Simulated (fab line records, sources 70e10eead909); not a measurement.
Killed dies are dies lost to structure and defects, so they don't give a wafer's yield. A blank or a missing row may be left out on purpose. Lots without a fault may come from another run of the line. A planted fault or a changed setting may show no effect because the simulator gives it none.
Problem report in the 8D (eight disciplines) form, filled by code | flow nand_harc | the parts of the form that need people (team, actions taken, sign-off) are left out

1. THE PROBLEM
rf_fwd_power_W at NHARC_A_CONTACT_DEP_29 reads a mean of 404.5 W on 9 wafers of 3 lots; wafers without a fault read 348.3 W with a standard deviation of 1.3. That is +43 standard deviations from the usual mean.
The step: deposits SiON, target thk 100 nm.
First seen on wafer L460.1, day 25 21:55, on pecvd-03. The record holds 42 wafers of 14 lots with a number at this step. Rule for "out", or "out of limits": more than 4 standard deviations from the usual mean. The other wafers with a number count as sound.

2. WHAT IT IS AND WHAT IT IS NOT
question                    | is                     | is not
which readings at this step | rf_fwd_power_W         | chamber_pressure_Torr, heater_power_w
which lots                  | L460, L461, L463       | L449, L450, L451, L452, L453, L454, L455, L456, L464, L470, L471
which wafers of those lots  | all that have a number | -
read on which tools         | pecvd-03               | pecvd-01, pecvd-02
when                        | from day 25 21:55      | up to then (24 sound wafers); but 9 sound wafers of L464, L470, L471 came after

3. SUSPECTS, AND WHAT RULES EACH OUT
Counting: a tool at a process step up to the reading stays a suspect if it ran every lot that is out and no sound lot after the first of them.
- pecvd-03 at NHARC_A_CONTACT_DEP_29 (deposits SiON, target thk 100 nm): kept. It ran every lot that is out, first L460 (day 25 21:55), and no sound lot after that; its last sound lot up to then is L453 (day 22 21:58). Its own readings are out on those wafers: rf_fwd_power_W.
Left after counting: pecvd-03 at NHARC_A_CONTACT_DEP_29.

4. THE CAUSE (what the simulator had put in)
Process parameter drift: pecvd-03, from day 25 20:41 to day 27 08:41, at NHARC_A_CONTACT_DEP_29. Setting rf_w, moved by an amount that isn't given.
Counting left only this tool.

5. THE CHAIN OF EFFECTS, in route order
Each row: a reading whose mean over the struck wafers that have a number lies more than 3 standard deviations from the usual. Only readings for which the record gives a usual standard deviation are gone through. hours: the time from each lot's start at the first step in this table that gives one to its start at this step, as a median over the lots. sigmas: the change in usual standard deviations.
hours | step                   | reading        | usual   | on struck wafers | change | sigmas
0     | NHARC_A_CONTACT_DEP_29 | rf_fwd_power_W | 348.3 W | 404.5            | +56.2  | +43
The process steps in it:
- NHARC_A_CONTACT_DEP_29: deposits SiON, target thk 100 nm.
Later measuring or inspecting steps at which every struck wafer that the step has a row for has a number for every such reading, and none has moved that far: NHARC_A_CONTACT_CD_MEAS_42, NHARC_END_SORT_01.

6. WHAT WOULD HAVE CAUGHT IT SOONER
In this record the first reading out of limits was taken at day 25 21:55, 1 hour after the fault began at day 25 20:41.
